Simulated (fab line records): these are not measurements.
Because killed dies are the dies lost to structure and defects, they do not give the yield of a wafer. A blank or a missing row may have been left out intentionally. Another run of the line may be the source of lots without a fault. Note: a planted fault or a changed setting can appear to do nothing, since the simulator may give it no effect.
Chamber matching ; flow nand harc ; 3 sister chambers for NHARC_A_STAIRCASE_TRIM_20 on rie diel-08
The step chemistry O2, time 211.2 s. 6 wafers are shown with their chamber, then 9 later ones without.

## WAFERS PAIRED WITH THEIR CHAMBERS
wafer;chamber;showerhead plenum p Torr (Torr);drypump motor current A (A)
L082.2;0;3.56;6.3
L083.4;3;3.48;5.8
L079.1;1;3.34;6.3
L079.2;3;3.48;5.8
L079.6;0;3.56;6.3
L087.2;1;3.33;6.2

## WAFERS MISSING THEIR CHAMBER
wafer;showerhead plenum p Torr (Torr);drypump motor current A (A)
L087.3;3.55;6.3
L087.4;3.47;5.8
L089.2;3.33;6.2
L089.4;3.47;5.8
L089.5;3.33;6.2
L090.4;3.55;6.3
L090.5;3.55;6.3
L093.3;3.47;5.8
L093.4;3.55;6.3

## EACH ONE'S CHAMBER
wafer;from the rows above;in truth
L087.3;0;0
L087.4;3;3
L089.2;1;1
L089.4;3;3
L089.5;1;1
L090.4;0;0
L090.5;0;0
L093.3;3;3
L093.4;0;0
Correct placement for 9 of the 9. From these rows, 0 cannot be placed. Wrongly placed: 0.
How it was worked out, from the rows above alone: a wafer's distance from a chamber is the root of the sum, over the readings, of the square of ((its reading less the chamber's mean) divided by the reading's scatter). The wafer belongs to the nearest chamber; if the next one is less than 2 further off, it can't be placed. Each chamber's mean is taken over the wafers shown for it. The scatter: take each reading less its chamber's mean, square it, sum over the shown wafers, divide by the number of wafers less the number of chambers, and take the root.
